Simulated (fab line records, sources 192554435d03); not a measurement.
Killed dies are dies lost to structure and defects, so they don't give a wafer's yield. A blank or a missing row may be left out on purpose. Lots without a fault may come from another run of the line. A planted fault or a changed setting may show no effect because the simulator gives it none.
Which tool did it? | flow n5_finfet | 23 lots, 69 wafers sampled, at 6 steps of a route of 1938

WHAT THE GAUGES READ, wafer by wafer
N5_BEOL_M6_OVL_MEAS_29. Usual: V5_OVL 0.1 nm, standard deviation 0.85.
lot  | measured     | on         | V5_OVL (nm)    | flag
L074 | day 8 14:45  | overlay-01 | 0.4 0.6 1.4    |
L076 | day 8 16:56  | overlay-01 | -0.7 0.5 -1.4  |
L075 | day 9 00:14  | overlay-01 | 1.4 -0.1 1.1   |
L077 | day 9 02:41  | overlay-02 | -0.5 -0.1 -0.3 |
L078 | day 9 03:23  | overlay-01 | -0.9 -0.8 -0.8 |
L079 | day 9 13:01  | overlay-02 | 0.8 0.2 0.5    |
L080 | day 10 05:13 | overlay-01 | -1.5 -1.2 -0.3 |
L081 | day 10 09:02 | overlay-01 | 0.5 1.0 0.7    |
L082 | day 10 09:13 | overlay-01 | -1.2 -0.8 -1.0 |
L083 | day 10 21:04 | overlay-02 | -0.1 0.4 0.5   |
L084 | day 11 05:29 | overlay-02 | 1.1 0.2 1.0    |
L085 | day 11 16:54 | overlay-01 | -1.7 0.0 -1.6  |
L086 | day 11 18:17 | overlay-01 | 0.6 1.1 0.1    |
L088 | day 12 00:05 | overlay-01 | -0.8 0.4 -0.7  |
L089 | day 12 09:03 | overlay-02 | -1.6 0.3 0.4   |
L090 | day 13 00:11 | overlay-02 | 0.0 0.3 0.9    |
L091 | day 13 02:19 | overlay-01 | 0.7 0.6 -0.6   |
L092 | day 13 04:11 | overlay-01 | 0.1 1.0 0.4    |
L093 | day 13 19:26 | overlay-01 | -0.4 -0.1 -1.3 |
L096 | day 14 03:54 | overlay-02 | 0.7 1.5 0.1    |
L095 | day 14 05:40 | overlay-02 | -1.3 -0.5 -0.1 |
L094 | day 14 05:47 | overlay-01 | -1.0 0.4 0.3   |
L097 | day 14 20:22 | overlay-02 | 1.4 1.0 1.2    |

N5_BEOL_M7_OVL_MEAS_29. Usual: V6_OVL -0.4 nm, standard deviation 0.8.
lot  | measured     | on         | V6_OVL (nm)    | flag
L074 | day 9 00:31  | overlay-01 | -0.2 0.4 -0.6  |
L076 | day 9 00:21  | overlay-01 | -0.2 0.0 -0.9  |
L075 | day 9 06:46  | overlay-01 | -0.2 -0.7 0.0  |
L077 | day 9 09:04  | overlay-01 | 0.9 0.5 0.6    |
L078 | day 9 09:35  | overlay-01 | -0.9 0.7 -0.3  |
L079 | day 9 21:47  | overlay-01 | -0.3 1.0 0.8   |
L080 | day 10 11:59 | overlay-02 | -0.1 -0.9 -0.3 |
L081 | day 10 18:31 | overlay-02 | 0.3 0.4 -0.2   |
L082 | day 10 20:49 | overlay-02 | -0.7 0.7 -0.3  |
L083 | day 11 05:39 | overlay-01 | -0.7 -0.9 -0.6 |
L084 | day 11 17:02 | overlay-01 | -0.8 0.1 -0.6  |
L085 | day 12 00:19 | overlay-02 | -1.6 -1.8 -0.9 |
L086 | day 12 02:44 | overlay-02 | -1.9 -2.7 -0.7 |
L088 | day 12 09:45 | overlay-02 | -0.9 -2.1 -1.3 |
L089 | day 12 19:38 | overlay-02 | -0.7 -0.2 -1.0 |
L090 | day 13 09:36 | overlay-01 | 0.4 -0.2 -0.1  |
L091 | day 13 09:29 | overlay-01 | 0.2 1.0 1.4    |
L092 | day 13 11:41 | overlay-01 | -0.7 -1.4 -1.5 |
L093 | day 14 05:40 | overlay-01 | -0.2 -0.3 -1.0 |
L096 | day 14 12:17 | overlay-02 | -1.2 -1.7 -0.7 |
L095 | day 14 14:12 | overlay-01 | -1.0 -0.7 -0.5 |
L094 | day 14 14:25 | overlay-01 | 0.8 1.1 0.1    |
L097 | day 15 07:25 | overlay-01 | 0.2 -0.1 0.4   |

WHICH TOOL RAN EACH LOT (tool, then ch and the chambers of the sampled wafers, then the start)
lot  | N5_BEOL_M6_ETCH_72                 | N5_BEOL_M6_CMP_52             | N5_BEOL_M7_ETCH_62                 | N5_BEOL_M7_STRIP_67
L074 | rie_diel-06 ch 1,3, day 8 14:52    | cmp-01 ch 2,3, day 8 17:07    | rie_diel-05 ch 0,2, day 8 22:05    | rie_diel-05 ch 0,2, day 8 22:13
L076 | rie_diel-06 ch 0,1, day 8 17:04    | cmp-02 ch 0,3, day 8 19:38    | rie_diel-04 ch 1,3, day 8 22:36    | rie_diel-04 ch 1,3, day 8 22:45
L075 | rie_diel-01 ch 0,1,3, day 9 00:22  | cmp-02 ch 0,1, day 9 02:28    | rie_diel-02 ch 2,3, day 9 05:10    | rie_diel-02 ch 2,3, day 9 05:19
L077 | rie_diel-01 ch 1,2,3, day 9 02:52  | cmp-02 ch 0,3, day 9 05:26    | rie_diel-02 ch 1,2, day 9 08:14    | rie_diel-02 ch 1,2, day 9 08:23
L078 | rie_diel-06 ch 0,1, day 9 03:31    | cmp-02 ch 1,2,3, day 9 06:17  | rie_diel-02 ch 2,3, day 9 08:29    | rie_diel-02 ch 2,3, day 9 08:38
L079 | rie_diel-03 ch 0,1,2, day 9 13:18  | cmp-04 ch 0,1,2, day 9 16:41  | rie_diel-05 ch 0,1,2, day 9 19:55  | rie_diel-05 ch 0,1,2, day 9 20:04
L080 | rie_diel-06 ch 0,1,3, day 10 05:20 | cmp-02 ch 0,2,3, day 10 08:21 | rie_diel-05 ch 0,1,2, day 10 10:46 | rie_diel-05 ch 0,1,2, day 10 10:54
L081 | rie_diel-03 ch 0,1,2, day 10 09:13 | cmp-02 ch 1,3, day 10 11:46   | rie_diel-04 ch 0,2,3, day 10 14:20 | rie_diel-04 ch 0,2,3, day 10 14:29
L082 | rie_diel-03 ch 0,3, day 10 09:37   | cmp-04 ch 1,2,3, day 10 13:13 | rie_diel-05 ch 2,3, day 10 19:17   | rie_diel-05 ch 2,3, day 10 19:26
L083 | rie_diel-01 ch 0,2,3, day 10 21:15 | cmp-01 ch 0,3, day 10 23:43   | rie_diel-04 ch 0,1, day 11 03:18   | rie_diel-04 ch 0,1, day 11 03:26
L084 | rie_diel-01 ch 0,1,2, day 11 05:58 | cmp-02 ch 2,3, day 11 09:30   | rie_diel-04 ch 0,2, day 11 13:01   | rie_diel-04 ch 0,2, day 11 13:10
L085 | rie_diel-01 ch 1,2, day 11 17:02   | cmp-04 ch 1,2,3, day 11 19:23 | rie_diel-02 ch 0,1,2, day 11 22:44 | rie_diel-02 ch 0,1,2, day 11 22:53
L086 | rie_diel-03 ch 0,3, day 11 18:39   | cmp-01 ch 1,3, day 11 22:19   | rie_diel-05 ch 0,3, day 12 01:53   | rie_diel-05 ch 0,3, day 12 02:02
L088 | rie_diel-01 ch 1,3, day 12 00:13   | cmp-04 ch 0,1,2, day 12 02:47 | rie_diel-02 ch 0,3, day 12 06:03   | rie_diel-02 ch 0,3, day 12 06:12
L089 | rie_diel-01 ch 0,1,3, day 12 09:11 | cmp-01 ch 0,1,2, day 12 11:50 | rie_diel-02 ch 0,1,2, day 12 15:56 | rie_diel-02 ch 0,1,2, day 12 16:05
L090 | rie_diel-06 ch 1,2,3, day 13 00:26 | cmp-02 ch 1,2,3, day 13 03:52 | rie_diel-05 ch 0,1,3, day 13 07:18 | rie_diel-05 ch 0,1,3, day 13 07:26
L091 | rie_diel-03 ch 2,3, day 13 02:37   | cmp-02 ch 1,2,3, day 13 05:23 | rie_diel-05 ch 0,2,3, day 13 07:33 | rie_diel-05 ch 0,2,3, day 13 07:42
L092 | rie_diel-03 ch 0,1,3, day 13 05:00 | cmp-02 ch 0,2, day 13 07:49   | rie_diel-05 ch 2,3, day 13 10:51   | rie_diel-05 ch 2,3, day 13 11:00
L093 | rie_diel-03 ch 0,1, day 13 19:37   | cmp-04 ch 0,1, day 14 00:04   | rie_diel-04 ch 2,3, day 14 02:38   | rie_diel-04 ch 2,3, day 14 02:47
L096 | rie_diel-03 ch 1,2,3, day 14 04:01 | cmp-01 ch 0,1,3, day 14 06:31 | rie_diel-04 ch 0,2,3, day 14 09:08 | rie_diel-04 ch 0,2,3, day 14 09:17
L095 | rie_diel-06 ch 0,1,2, day 14 05:47 | cmp-01 ch 0,1,2, day 14 07:56 | rie_diel-02 ch 1,2, day 14 13:25   | rie_diel-02 ch 1,2, day 14 13:34
L094 | rie_diel-01 ch 2,3, day 14 06:00   | cmp-02 ch 0,2,3, day 14 09:04 | rie_diel-02 ch 1,2,3, day 14 13:43 | rie_diel-02 ch 1,2,3, day 14 13:52
L097 | rie_diel-06 ch 1,2,3, day 14 20:29 | cmp-04 ch 0,1,2, day 14 23:56 | rie_diel-05 ch 1,2, day 15 06:02   | rie_diel-05 ch 1,2, day 15 06:11
- N5_BEOL_M6_ETCH_72: etches underlayer in N2/H2, target depth 6.5 nm, time 5.2 s.
- N5_BEOL_M6_CMP_52: polishes, stops on SiCOH lowk, t overpolish 6.9 s, target thk 80 nm.
- N5_BEOL_M7_ETCH_62: etches SOC in N2/H2, target depth 110 nm, overetch 22 nm, time 165 s.
- N5_BEOL_M7_STRIP_67: strips in CF4.

WHAT THE TOOLS THEMSELVES READ (means of the sampled wafers that have a number; where no wafer has one, the mark that the record gives instead)
N5_BEOL_M6_ETCH_72. Usual: drypump_motor_current_A 5.8 A, standard deviation 0.46; etch_rf_on_time_s 5.12 s, standard deviation 0.12; oes_product_au 0.73 a.u., standard deviation 0.067; rf_vpp_V 524.2 V, standard deviation 2.4; showerhead_plenum_p_Torr 2.56 Torr, standard deviation 0.068; throttle_valve_pct 17.83 %, standard deviation 0.26.
lot  | tool        | drypump_motor_current_A (A) | etch_rf_on_time_s (s) | oes_product_au (a.u.) | rf_vpp_V (V) | showerhead_plenum_p_Torr (Torr) | throttle_valve_pct (%) | flag
L074 | rie_diel-06 | 5.8                         | 4.99                  | 0.70                  | 525.3        | 2.60                            | 18.10                  |
L076 | rie_diel-06 | 5.7                         | 5.22                  | 0.73                  | 527.3        | 2.69                            | 17.71                  |
L075 | rie_diel-01 | 6.2                         | 5.18                  | 0.72                  | 523.5        | 2.56                            | 17.71                  |
L077 | rie_diel-01 | 5.7                         | 5.10                  | 0.64                  | 523.9        | 2.53                            | 17.90                  |
L078 | rie_diel-06 | 5.7                         | 5.13                  | 0.72                  | 528.0        | 2.69                            | 17.71                  |
L079 | rie_diel-03 | 5.7                         | 5.21                  | 0.74                  | 524.3        | 2.56                            | 17.87                  |
L080 | rie_diel-06 | 5.6                         | 5.11                  | 0.69                  | 526.8        | 2.63                            | 18.01                  |
L081 | rie_diel-03 | 5.7                         | 5.31                  | 0.73                  | 524.5        | 2.55                            | 17.88                  |
L082 | rie_diel-03 | 5.8                         | 5.01                  | 0.79                  | 522.8        | 2.52                            | 17.69                  |
L083 | rie_diel-01 | 5.8                         | 5.03                  | 0.74                  | 524.5        | 2.54                            | 17.84                  |
L084 | rie_diel-01 | 6.1                         | 5.09                  | 0.77                  | 523.6        | 2.55                            | 17.59                  |
L085 | rie_diel-01 | 6.0                         | 5.06                  | 0.74                  | 523.3        | 2.53                            | 17.52                  |
L086 | rie_diel-03 | 5.8                         | 5.13                  | 0.76                  | 522.5        | 2.55                            | 17.81                  |
L088 | rie_diel-01 | 5.8                         | 5.08                  | 0.81                  | 523.7        | 2.52                            | 17.65                  |
L089 | rie_diel-01 | 6.2                         | 5.09                  | 0.76                  | 523.6        | 2.55                            | 17.63                  |
L090 | rie_diel-06 | 5.8                         | 5.05                  | 0.71                  | 524.9        | 2.60                            | 17.97                  |
L091 | rie_diel-03 | 5.6                         | 5.02                  | 0.75                  | 524.1        | 2.51                            | 17.71                  |
L092 | rie_diel-03 | 5.9                         | 5.11                  | 0.72                  | 523.2        | 2.50                            | 17.82                  |
L093 | rie_diel-03 | 5.9                         | 5.25                  | 0.71                  | 523.8        | 2.53                            | 17.95                  |
L096 | rie_diel-03 | 5.7                         | 5.15                  | 0.71                  | 522.2        | 2.50                            | 17.82                  |
L095 | rie_diel-06 | 5.6                         | 5.22                  | 0.70                  | 526.9        | 2.64                            | 17.86                  |
L094 | rie_diel-01 | 5.4                         | 5.03                  | 0.79                  | 522.0        | 2.50                            | 17.76                  |
L097 | rie_diel-06 | 5.8                         | 5.11                  | 0.69                  | 524.8        | 2.59                            | 18.00                  |

N5_BEOL_M6_CMP_52. Usual: barrier_field_endpoint_s 28.6 s, standard deviation 0.74; edge_zone_pressure_frac 0.999, standard deviation 0.0046; motor_current_A 5.8 A, standard deviation 0.55; overpolish_run_s 6.900 s, standard deviation 0.0088; retaining_ring_pressure_frac 1.000, standard deviation 0.0047; time_to_endpoint_s 61 s, standard deviation 3.1.
lot  | tool   | barrier_field_endpoint_s (s) | edge_zone_pressure_frac | motor_current_A (A) | overpolish_run_s (s) | retaining_ring_pressure_frac | time_to_endpoint_s (s) | flag
L074 | cmp-01 | 29.1                         | 1.005                   | 5.5                 | 6.902                | 0.999                        | 66                     |
L076 | cmp-02 | 28.1                         | 0.999                   | 5.2                 | 6.901                | 0.999                        | 61                     |
L075 | cmp-02 | 27.9                         | 1.000                   | 5.3                 | 6.899                | 1.004                        | 58                     |
L077 | cmp-02 | 27.9                         | 0.998                   | 5.1                 | 6.902                | 0.995                        | 57                     |
L078 | cmp-02 | 28.1                         | 0.999                   | 5.7                 | 6.898                | 1.001                        | 59                     |
L079 | cmp-04 | 27.8                         | 0.999                   | 6.0                 | 6.901                | 1.000                        | 61                     |
L080 | cmp-02 | 27.7                         | 0.997                   | 5.4                 | 6.896                | 1.003                        | 57                     |
L081 | cmp-02 | 28.0                         | 0.996                   | 5.4                 | 6.899                | 1.002                        | 59                     |
L082 | cmp-04 | 28.7                         | 0.996                   | 5.8                 | 6.913                | 0.999                        | 64                     |
L083 | cmp-01 | 28.9                         | 0.998                   | 6.1                 | 6.903                | 1.000                        | 63                     |
L084 | cmp-02 | 28.5                         | 0.998                   | 5.4                 | 6.907                | 1.000                        | 61                     |
L085 | cmp-04 | 29.7                         | 0.997                   | 5.8                 | 6.906                | 0.999                        | 64                     |
L086 | cmp-01 | 28.8                         | 0.999                   | 6.7                 | 6.893                | 1.001                        | 61                     |
L088 | cmp-04 | 30.0                         | 1.000                   | 6.1                 | 6.900                | 1.001                        | 65                     |
L089 | cmp-01 | 28.2                         | 1.000                   | 6.2                 | 6.900                | 1.000                        | 61                     |
L090 | cmp-02 | 28.6                         | 0.998                   | 5.7                 | 6.902                | 0.998                        | 56                     |
L091 | cmp-02 | 28.8                         | 0.997                   | 5.8                 | 6.905                | 0.999                        | 58                     |
L092 | cmp-02 | 29.1                         | 1.000                   | 5.5                 | 6.904                | 1.000                        | 62                     |
L093 | cmp-04 | 29.5                         | 1.000                   | 5.9                 | 6.902                | 1.002                        | 61                     |
L096 | cmp-01 | 29.0                         | 1.002                   | 6.5                 | 6.916                | 0.999                        | 63                     |
L095 | cmp-01 | 28.3                         | 0.999                   | 6.2                 | 6.900                | 0.992                        | 59                     |
L094 | cmp-02 | 28.4                         | 1.004                   | 5.5                 | 6.901                | 0.993                        | 61                     |
L097 | cmp-04 | 28.9                         | 0.995                   | 5.9                 | 6.900                | 1.002                        | 59                     |

N5_BEOL_M7_ETCH_62. Usual: drypump_motor_current_A 6.0 A, standard deviation 0.51; oes_product_au 0.69 a.u., standard deviation 0.074; rf_vpp_V 523.8 V, standard deviation 2.5; showerhead_plenum_p_Torr 2.54 Torr, standard deviation 0.079; throttle_valve_pct 17.80 %, standard deviation 0.22.
lot  | tool        | drypump_motor_current_A (A) | oes_product_au (a.u.) | rf_vpp_V (V) | showerhead_plenum_p_Torr (Torr) | throttle_valve_pct (%) | flag
L074 | rie_diel-05 | 6.2                         | 0.71                  | 523.7        | 2.54                            | 17.76                  |
L076 | rie_diel-04 | 5.4                         | 0.65                  | 525.9        | 2.64                            | 17.69                  |
L075 | rie_diel-02 | 6.6                         | 0.67                  | 524.3        | 2.55                            | 17.94                  |
L077 | rie_diel-02 | 6.3                         | 0.76                  | 523.3        | 2.52                            | 17.92                  |
L078 | rie_diel-02 | 6.6                         | 0.69                  | 523.8        | 2.56                            | 18.02                  |
L079 | rie_diel-05 | 5.8                         | 0.66                  | 522.9        | 2.52                            | 17.78                  |
L080 | rie_diel-05 | 5.8                         | 0.66                  | 522.2        | 2.51                            | 17.79                  |
L081 | rie_diel-04 | 5.5                         | 0.72                  | 526.5        | 2.63                            | 17.68                  |
L082 | rie_diel-05 | 6.4                         | 0.70                  | 521.0        | 2.46                            | 17.79                  |
L083 | rie_diel-04 | 5.4                         | 0.82                  | 525.1        | 2.61                            | 17.69                  |
L084 | rie_diel-04 | 5.5                         | 0.72                  | 525.6        | 2.59                            | 17.92                  |
L085 | rie_diel-02 | 6.0                         | 0.74                  | 524.9        | 2.58                            | 17.83                  |
L086 | rie_diel-05 | 6.1                         | 0.64                  | 522.8        | 2.50                            | 17.90                  |
L088 | rie_diel-02 | 6.0                         | 0.69                  | 525.4        | 2.58                            | 17.80                  |
L089 | rie_diel-02 | 6.0                         | 0.74                  | 525.1        | 2.58                            | 17.83                  |
L090 | rie_diel-05 | 5.8                         | 0.62                  | 522.9        | 2.49                            | 17.87                  |
L091 | rie_diel-05 | 6.1                         | 0.65                  | 522.9        | 2.51                            | 17.86                  |
L092 | rie_diel-05 | 6.4                         | 0.68                  | 521.6        | 2.45                            | 17.83                  |
L093 | rie_diel-04 | 5.6                         | 0.79                  | 525.9        | 2.62                            | 17.31                  |
L096 | rie_diel-04 | 5.5                         | 0.76                  | 525.8        | 2.62                            | 17.54                  |
L095 | rie_diel-02 | 6.4                         | 0.70                  | 523.1        | 2.50                            | 17.98                  |
L094 | rie_diel-02 | 6.4                         | 0.67                  | 523.4        | 2.52                            | 18.00                  |
L097 | rie_diel-05 | 5.9                         | 0.65                  | 520.2        | 2.44                            | 17.77                  |

N5_BEOL_M7_STRIP_67. Usual: drypump_motor_current_A 6.0 A, standard deviation 0.51; oes_product_au 0.82 a.u., standard deviation 0.087; rf_vpp_V 271.0 V, standard deviation 1.3; showerhead_plenum_p_Torr 1.80 Torr, standard deviation 0.054; throttle_valve_pct 13.54 %, standard deviation 0.21.
lot  | tool        | drypump_motor_current_A (A) | oes_product_au (a.u.) | rf_vpp_V (V) | showerhead_plenum_p_Torr (Torr) | throttle_valve_pct (%) | flag
L074 | rie_diel-05 | 6.1                         | 0.83                  | 271.0        | 1.80                            | 13.55                  |
L076 | rie_diel-04 | 5.4                         | 0.77                  | 272.2        | 1.86                            | 13.47                  |
L075 | rie_diel-02 | 6.5                         | 0.79                  | 270.3        | 1.79                            | 13.73                  |
L077 | rie_diel-02 | 6.4                         | 0.90                  | 270.3        | 1.79                            | 13.53                  |
L078 | rie_diel-02 | 6.6                         | 0.80                  | 271.6        | 1.81                            | 13.79                  |
L079 | rie_diel-05 | 5.9                         | 0.78                  | 270.7        | 1.78                            | 13.55                  |
L080 | rie_diel-05 | 5.8                         | 0.78                  | 271.4        | 1.78                            | 13.55                  |
L081 | rie_diel-04 | 5.5                         | 0.85                  | 271.6        | 1.86                            | 13.45                  |
L082 | rie_diel-05 | 6.4                         | 0.82                  | 270.1        | 1.74                            | 13.52                  |
L083 | rie_diel-04 | 5.3                         | 0.96                  | 271.4        | 1.84                            | 13.25                  |
L084 | rie_diel-04 | 5.5                         | 0.84                  | 272.8        | 1.83                            | 13.60                  |
L085 | rie_diel-02 | 6.0                         | 0.87                  | 271.3        | 1.83                            | 13.52                  |
L086 | rie_diel-05 | 6.0                         | 0.75                  | 270.4        | 1.77                            | 13.58                  |
L088 | rie_diel-02 | 6.0                         | 0.81                  | 272.0        | 1.82                            | 13.59                  |
L089 | rie_diel-02 | 6.0                         | 0.86                  | 271.1        | 1.83                            | 13.55                  |
L090 | rie_diel-05 | 5.8                         | 0.73                  | 270.2        | 1.77                            | 13.61                  |
L091 | rie_diel-05 | 6.1                         | 0.77                  | 270.5        | 1.78                            | 13.61                  |
L092 | rie_diel-05 | 6.4                         | 0.80                  | 270.3        | 1.74                            | 13.56                  |
L093 | rie_diel-04 | 5.6                         | 0.93                  | 271.5        | 1.85                            | 13.14                  |
L096 | rie_diel-04 | 5.5                         | 0.90                  | 272.0        | 1.85                            | 13.32                  |
L095 | rie_diel-02 | 6.4                         | 0.83                  | 270.8        | 1.78                            | 13.61                  |
L094 | rie_diel-02 | 6.4                         | 0.79                  | 270.6        | 1.78                            | 13.71                  |
L097 | rie_diel-05 | 5.9                         | 0.77                  | 269.9        | 1.73                            | 13.60                  |

THE ANSWER, worked out from the rows above alone
Rule: a lot is off if the mean of its wafers that have a number lies more than 3 standard deviations from the usual mean. A lot without any number at a reading at which 4 lots or more have one is off too. The other lots that the step has rows for count as sound. The gauges are gone through in route order, then the tools' own readings, and for those a lot's mean is taken as printed above. The first step at which some lot is off is used, and at that step the reading that is off furthest; a lot without a number counts as furthest.
No lot is off at any reading shown: from this, nothing can be told.

WHAT THE SIMULATOR HAD PUT IN
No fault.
